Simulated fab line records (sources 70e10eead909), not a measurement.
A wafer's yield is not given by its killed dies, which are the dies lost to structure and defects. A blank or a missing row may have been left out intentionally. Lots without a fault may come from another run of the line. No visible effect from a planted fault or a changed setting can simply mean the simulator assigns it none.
Matching of chambers | flow nand-harc | cmp-01 running NHARC_P_CONTACT_CMP_01: 4 sister chambers
The step polishes SiO2, target thk 200 nm. 8 wafers are shown with their chamber, then 12 later ones without.

WAFERS WITH THEIR CHAMBER
wafer  | chamber | motor-current-A (A)
L081.4 | 0       | 11.8
L084.1 | 3       | 13.1
L085.6 | 1       | 11.1
L086.2 | 0       | 11.5
L086.6 | 2       | 11.1
L087.1 | 3       | 14.2
L087.2 | 2       | 11.0
L087.3 | 1       | 11.0

WAFERS MISSING THEIR CHAMBER
wafer  | motor-current-A (A)
L089.3 | 11.5
L089.4 | 13.7
L089.6 | 11.2
L090.3 | 11.3
L090.4 | 10.8
L090.6 | 13.8
L091.1 | 11.1
L091.5 | 10.8
L091.6 | 10.6
L093.2 | 11.7
L093.3 | 11.0
L093.4 | 13.9

WHICH CHAMBER EACH WENT THROUGH
wafer  | from the rows above          | in truth
L089.3 | can't be placed: 0 or 1 or 2 | 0
L089.4 | 3                            | 3
L089.6 | can't be placed: 1 or 2 or 0 | 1
L090.3 | can't be placed: 1 or 2 or 0 | 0
L090.4 | can't be placed: 1 or 2 or 0 | 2
L090.6 | 3                            | 3
L091.1 | can't be placed: 1 or 2 or 0 | 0
L091.5 | can't be placed: 1 or 2 or 0 | 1
L091.6 | can't be placed: 1 or 2 or 0 | 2
L093.2 | can't be placed: 0 or 1 or 2 | 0
L093.3 | can't be placed: 1 or 2 or 0 | 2
L093.4 | 3                            | 3
Correct placement for 3 of the 12. Not placeable from these rows: 9 (in 9, the candidates include the true chamber). Placed wrongly: 0.
How it was worked out, from the rows above alone: a wafer's distance from a chamber is the root of the sum, over the readings, of the square of ((its reading less the chamber's mean) divided by the reading's scatter). The wafer belongs to the nearest chamber; if the next one is less than 2 further off, it can't be placed. Each chamber's mean is taken over the wafers shown for it. How the scatter is found: for the shown wafers, subtract from each reading the mean of its chamber, square and add these, divide the total by (wafers less chambers), then take the root.
